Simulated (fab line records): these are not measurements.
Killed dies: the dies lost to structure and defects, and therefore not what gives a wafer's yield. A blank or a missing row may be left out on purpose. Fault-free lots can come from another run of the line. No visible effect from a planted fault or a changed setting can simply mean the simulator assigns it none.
Which tool was responsible? :: flow nandHarc :: 13 lots with 39 wafers sampled at 6 steps, on a route of 1159 steps

## WHAT THE GAUGES SHOWED, per wafer
NHARC_P_GATE_CD_MEAS_46: the cd target is 720 nm. Usual: cdNm reads 717.9 nm (standard deviation 2.2).
lot: L933
measured: day 5 04:25
on: cdSem-01
cdNm (nm): 718.3 719.9 718.2
flag: 

lot: L936
measured: day 5 17:37
on: cdSem-02
cdNm (nm): 718.7 715.3 717.6
flag: 

lot: L937
measured: day 6 04:31
on: cdSem-02
cdNm (nm): 722.9 718.1 717.5
flag: 

lot: L939
measured: day 6 20:45
on: cdSem-02
cdNm (nm): 716.6 714.7 716.6
flag: 

lot: L942
measured: day 7 01:44
on: cdSem-01
cdNm (nm): 717.8 719.3 720.8
flag: 

lot: L948
measured: day 9 03:52
on: cdSem-02
cdNm (nm): 717.8 716.8 715.2
flag: 

lot: L950
measured: day 9 10:59
on: cdSem-02
cdNm (nm): 717.5 722.3 717.7
flag: 

lot: L951
measured: day 9 11:42
on: cdSem-01
cdNm (nm): 716.5 716.7 716.1
flag: 

lot: L952
measured: day 9 19:20
on: cdSem-02
cdNm (nm): 715.1 718.5 713.1
flag: 

lot: L953
measured: day 10 08:10
on: cdSem-03
cdNm (nm): 718.7 719.8 714.5
flag: 

lot: L954
measured: day 10 13:03
on: cdSem-02
cdNm (nm): 719.1 718.4 719.4
flag: 

lot: L955
measured: day 10 15:48
on: cdSem-03
cdNm (nm): 720.0 714.4 716.5
flag: 

lot: L956
measured: day 11 10:17
on: cdSem-02
cdNm (nm): 718.5 720.0 720.8
flag: 

NHARC_P_GATE_INSPECT_68. Usual: rawDefectCount reads 207 (standard deviation 81).
lot: L933
measured: day 5 11:23
on: defectInspect-01
rawDefectCount: 289 271 207
flag: 

lot: L936
measured: day 6 00:25
on: defectInspect-01
rawDefectCount: 153 198 265
flag: 

lot: L937
measured: day 6 11:06
on: defectInspect-02
rawDefectCount: 481 480 514
flag: OFF

lot: L939
measured: day 7 03:24
on: defectInspect-01
rawDefectCount: 528 544 605
flag: OFF

lot: L942
measured: day 7 08:29
on: defectInspect-01
rawDefectCount: 511 622 519
flag: OFF

lot: L948
measured: day 9 10:37
on: defectInspect-01
rawDefectCount: 264 248 276
flag: 

lot: L950
measured: day 9 20:31
on: defectInspect-01
rawDefectCount: 256 279 401
flag: 

lot: L951
measured: day 9 20:48
on: defectInspect-02
rawDefectCount: 183 143 158
flag: 

lot: L952
measured: day 10 02:05
on: defectInspect-02
rawDefectCount: 192 313 199
flag: 

lot: L953
measured: day 10 14:53
on: defectInspect-01
rawDefectCount: 109 121 149
flag: 

lot: L954
measured: day 10 19:55
on: defectInspect-01
rawDefectCount: 262 187 280
flag: 

lot: L955
measured: day 10 22:13
on: defectInspect-01
rawDefectCount: 188 231 168
flag: 

lot: L956
measured: day 11 16:47
on: defectInspect-01
rawDefectCount: 448 188 275
flag: 

NHARC_END_SORT_01. Usual: killedAtArray 27, standard deviation 10; killedAtOther 0.6, standard deviation 0.83; killedAtPeriphery 2.4, standard deviation 1.8; killedDies 30, standard deviation 10; killedOpen 3.3, standard deviation 1.7; killedShort 1.8, standard deviation 1.4.
lot: L937
measured: day 20 06:20
on: prober-02
killedAtArray: 25 26 15
killedAtOther: 0 1 0
killedAtPeriphery: 52 39 77
killedDies: 77 66 92
killedOpen: 2 3 2
killedShort: 1 5 1
flag: OFF

lot: L939
measured: day 20 15:52
on: prober-01
killedAtArray: 39 32 30
killedAtOther: 0 0 1
killedAtPeriphery: 72 74 45
killedDies: 111 106 76
killedOpen: 3 3 1
killedShort: 0 2 2
flag: OFF

lot: L942
measured: day 21 00:04
on: prober-01
killedAtArray: 30 20 32
killedAtOther: 1 1 0
killedAtPeriphery: 36 71 85
killedDies: 67 92 117
killedOpen: 0 0 4
killedShort: 0 0 0
flag: OFF

## WHAT TOOL EACH LOT RAN ON (gives the tool, then ch and the chambers of the sampled wafers, and finally the start)
lot: L933
NHARC_P_GATE_PRECLEAN_97: wetBench-09 ch 0,5,7, day 5 03:35
NHARC_P_GATE_STRIP_111: plasmaAsher-02 ch 0,1, day 5 05:02
NHARC_P_GATE_STRIP_76: plasmaAsher-02 ch 0,1, day 5 07:07

lot: L936
NHARC_P_GATE_PRECLEAN_97: wetBench-09 ch 3,4,7, day 5 16:48
NHARC_P_GATE_STRIP_111: plasmaAsher-01 ch 0,1, day 5 18:14
NHARC_P_GATE_STRIP_76: plasmaAsher-02 ch 0,1, day 5 20:26

lot: L937
NHARC_P_GATE_PRECLEAN_97: wetBench-09 ch 0,2,3, day 6 03:41
NHARC_P_GATE_STRIP_111: plasmaAsher-01 ch 0,1, day 6 05:16
NHARC_P_GATE_STRIP_76: plasmaAsher-02 ch 0,1, day 6 07:07

lot: L939
NHARC_P_GATE_PRECLEAN_97: wetBench-09 ch 0,1,3, day 6 19:55
NHARC_P_GATE_STRIP_111: plasmaAsher-02 ch 0,1, day 6 21:25
NHARC_P_GATE_STRIP_76: plasmaAsher-02 ch 0,1, day 6 23:23

lot: L942
NHARC_P_GATE_PRECLEAN_97: wetBench-09 ch 0,2,7, day 7 00:54
NHARC_P_GATE_STRIP_111: plasmaAsher-01 ch 0,1, day 7 02:16
NHARC_P_GATE_STRIP_76: plasmaAsher-01 ch 0,1, day 7 04:20

lot: L948
NHARC_P_GATE_PRECLEAN_97: wetBench-09 ch 1,3,7, day 9 03:11
NHARC_P_GATE_STRIP_111: plasmaAsher-02 ch 0,1, day 9 04:26
NHARC_P_GATE_STRIP_76: plasmaAsher-02 ch 0,1, day 9 06:28

lot: L950
NHARC_P_GATE_PRECLEAN_97: wetBench-07 ch 1,2,6, day 9 10:10
NHARC_P_GATE_STRIP_111: plasmaAsher-02 ch 0,1, day 9 11:34
NHARC_P_GATE_STRIP_76: plasmaAsher-01 ch 0,1, day 9 13:46

lot: L951
NHARC_P_GATE_PRECLEAN_97: wetBench-07 ch 0,2,6, day 9 10:52
NHARC_P_GATE_STRIP_111: plasmaAsher-02 ch 0,1, day 9 12:20
NHARC_P_GATE_STRIP_76: plasmaAsher-02 ch 0,1, day 9 14:38

lot: L952
NHARC_P_GATE_PRECLEAN_97: wetBench-09 ch 2,6,7, day 9 18:38
NHARC_P_GATE_STRIP_111: plasmaAsher-01 ch 0,1, day 9 20:02
NHARC_P_GATE_STRIP_76: plasmaAsher-02 ch 0,1, day 9 21:53

lot: L953
NHARC_P_GATE_PRECLEAN_97: wetBench-05 ch 2,5,6, day 10 07:20
NHARC_P_GATE_STRIP_111: plasmaAsher-02 ch 0,1, day 10 08:42
NHARC_P_GATE_STRIP_76: plasmaAsher-01 ch 0,1, day 10 10:43

lot: L954
NHARC_P_GATE_PRECLEAN_97: wetBench-09 ch 4,6,7, day 10 12:21
NHARC_P_GATE_STRIP_111: plasmaAsher-01 ch 0, day 10 13:35
NHARC_P_GATE_STRIP_76: plasmaAsher-02 ch 0,1, day 10 15:38

lot: L955
NHARC_P_GATE_PRECLEAN_97: wetBench-07 ch 0,4,7, day 10 14:58
NHARC_P_GATE_STRIP_111: plasmaAsher-02 ch 0,1, day 10 16:22
NHARC_P_GATE_STRIP_76: plasmaAsher-02 ch 0,1, day 10 18:13

lot: L956
NHARC_P_GATE_PRECLEAN_97: wetBench-07 ch 0,2,6, day 11 09:35
NHARC_P_GATE_STRIP_111: plasmaAsher-01 ch 0,1, day 11 10:55
NHARC_P_GATE_STRIP_76: plasmaAsher-02 ch 0,1, day 11 12:44
- NHARC_P_GATE_PRECLEAN_97: cleans in SPM, time 600 s.
- NHARC_P_GATE_STRIP_111: strips in N2/H2, time 250 s.
- NHARC_P_GATE_STRIP_76: strips in O2.

## AS READ BY THE TOOLS THEMSELVES (means over the sampled wafers that have a number; for cases with no such wafer, the mark the record gives instead)
NHARC_P_GATE_STRIP_111. Usual: drypumpMotorCurrentA 5.7 A, standard deviation 0.31; heaterPowerW 88 W, standard deviation 7.4.
lot: L933
tool: plasmaAsher-02
drypumpMotorCurrentA (A): 5.6
heaterPowerW (W): 93
flag: 

lot: L936
tool: plasmaAsher-01
drypumpMotorCurrentA (A): 5.6
heaterPowerW (W): 84
flag: 

lot: L937
tool: plasmaAsher-01
drypumpMotorCurrentA (A): 5.6
heaterPowerW (W): 89
flag: 

lot: L939
tool: plasmaAsher-02
drypumpMotorCurrentA (A): 5.6
heaterPowerW (W): 93
flag: 

lot: L942
tool: plasmaAsher-01
drypumpMotorCurrentA (A): 5.6
heaterPowerW (W): 84
flag: 

lot: L948
tool: plasmaAsher-02
drypumpMotorCurrentA (A): 5.8
heaterPowerW (W): 86
flag: 

lot: L950
tool: plasmaAsher-02
drypumpMotorCurrentA (A): 5.6
heaterPowerW (W): 88
flag: 

lot: L951
tool: plasmaAsher-02
drypumpMotorCurrentA (A): 5.6
heaterPowerW (W): 89
flag: 

lot: L952
tool: plasmaAsher-01
drypumpMotorCurrentA (A): 5.6
heaterPowerW (W): 90
flag: 

lot: L953
tool: plasmaAsher-02
drypumpMotorCurrentA (A): 5.6
heaterPowerW (W): 88
flag: 

lot: L954
tool: plasmaAsher-01
drypumpMotorCurrentA (A): 5.5
heaterPowerW (W): 79
flag: 

lot: L955
tool: plasmaAsher-02
drypumpMotorCurrentA (A): 5.6
heaterPowerW (W): 88
flag: 

lot: L956
tool: plasmaAsher-01
drypumpMotorCurrentA (A): 5.6
heaterPowerW (W): 85
flag: 

NHARC_P_GATE_STRIP_76. Usual: drypumpMotorCurrentA 5.7 A, standard deviation 0.34; heaterPowerW 331 W, standard deviation 26.
lot: L933
tool: plasmaAsher-02
drypumpMotorCurrentA (A): 5.6
heaterPowerW (W): 348
flag: 

lot: L936
tool: plasmaAsher-02
drypumpMotorCurrentA (A): 5.8
heaterPowerW (W): 330
flag: 

lot: L937
tool: plasmaAsher-02
drypumpMotorCurrentA (A): 5.6
heaterPowerW (W): 350
flag: 

lot: L939
tool: plasmaAsher-02
drypumpMotorCurrentA (A): 5.6
heaterPowerW (W): 348
flag: 

lot: L942
tool: plasmaAsher-01
drypumpMotorCurrentA (A): 5.6
heaterPowerW (W): 319
flag: 

lot: L948
tool: plasmaAsher-02
drypumpMotorCurrentA (A): 5.8
heaterPowerW (W): 321
flag: 

lot: L950
tool: plasmaAsher-01
drypumpMotorCurrentA (A): 5.6
heaterPowerW (W): 335
flag: 

lot: L951
tool: plasmaAsher-02
drypumpMotorCurrentA (A): 5.8
heaterPowerW (W): 324
flag: 

lot: L952
tool: plasmaAsher-02
drypumpMotorCurrentA (A): 5.8
heaterPowerW (W): 323
flag: 

lot: L953
tool: plasmaAsher-01
drypumpMotorCurrentA (A): 5.6
heaterPowerW (W): 315
flag: 

lot: L954
tool: plasmaAsher-02
drypumpMotorCurrentA (A): 5.8
heaterPowerW (W): 323
flag: 

lot: L955
tool: plasmaAsher-02
drypumpMotorCurrentA (A): 5.6
heaterPowerW (W): 333
flag: 

lot: L956
tool: plasmaAsher-02
drypumpMotorCurrentA (A): 5.6
heaterPowerW (W): 331
flag: 

## THE ANSWER, worked out from the rows above alone
Rule: take the mean of a lot's wafers that have a number; if it is more than 3 standard deviations from the usual mean, the lot is off. Also off: a lot with no number at a reading for which 4 or more lots have one. Where the step has rows for the other lots, those lots are counted as sound. The gauges are gone through in route order, then the tools' own readings, and for those a lot's mean is taken as printed above. The first step at which some lot is off is used, and at that step the reading that is off furthest; a lot without a number counts as furthest.
Off, at NHARC_P_GATE_INSPECT_68 on rawDefectCount: L937, L939, L942.
A tool fits if, at a process step before that reading, it ran every lot that is off, and no sound lot after the first of them. Not tried: the gauges at NHARC_P_GATE_INSPECT_68; whatever is off there is also off at NHARC_END_SORT_01, on other tools, and gauge error can't account for it. No candidate that was tried fits.

## WHAT HAD BEEN PUT IN BY THE SIMULATOR
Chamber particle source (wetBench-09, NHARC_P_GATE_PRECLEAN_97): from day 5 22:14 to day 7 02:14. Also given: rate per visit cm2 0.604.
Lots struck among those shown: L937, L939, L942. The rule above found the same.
